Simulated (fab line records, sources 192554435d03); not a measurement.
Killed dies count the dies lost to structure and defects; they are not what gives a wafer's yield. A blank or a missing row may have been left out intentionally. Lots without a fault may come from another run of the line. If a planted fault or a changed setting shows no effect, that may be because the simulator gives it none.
Chamber matching | flow n5-finfet | 4 sister chambers for N5_BEOL_M7_STRIP_67 on rie-diel-04
The step strips in CF4. 7 wafers are shown with their chamber, then 7 later ones without.

== WAFERS, EACH WITH ITS CHAMBER ==
wafer  | chamber | showerhead-plenum-p-Torr (Torr) | oes-product-au (a.u.)
L074.1 | 1       | 1.82                            | 0.68
L078.1 | 3       | 1.90                            | 0.85
L078.3 | 2       | 1.78                            | 0.73
L085.3 | 2       | 1.78                            | 0.72
L085.5 | 0       | 1.69                            | 0.70
L086.1 | 3       | 1.89                            | 0.83
L086.3 | 0       | 1.68                            | 0.70

== WAFERS MISSING THEIR CHAMBER ==
wafer  | showerhead-plenum-p-Torr (Torr) | oes-product-au (a.u.)
L086.5 | 1.68                            | 0.69
L087.1 | 1.78                            | 0.72
L087.3 | 1.68                            | 0.70
L087.6 | 1.78                            | 0.72
L093.2 | 1.89                            | 0.81
L093.3 | 1.78                            | 0.71
L093.5 | 1.81                            | 0.91

== WHICH CHAMBER EACH ONE RAN IN ==
wafer  | from the rows above | in truth
L086.5 | 0                   | 0
L087.1 | 2                   | 2
L087.3 | 0                   | 0
L087.6 | 2                   | 2
L093.2 | 3                   | 3
L093.3 | 2                   | 2
L093.5 | 3                   | 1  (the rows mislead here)
Correctly placed: 6 of 7. Number that these rows cannot place: 0. Placed wrongly: 1.
How it was worked out, from the rows above alone: a wafer's distance from a chamber is the root of the sum, over the readings, of the square of ((its reading less the chamber's mean) divided by the reading's scatter). If the next closest chamber is less than 2 further off than the closest, the wafer can't be placed; otherwise it belongs to the closest. Each chamber's mean is taken over the wafers shown for it. How the scatter is found: for the shown wafers, subtract from each reading the mean of its chamber, square and add these, divide the total by (wafers less chambers), then take the root.
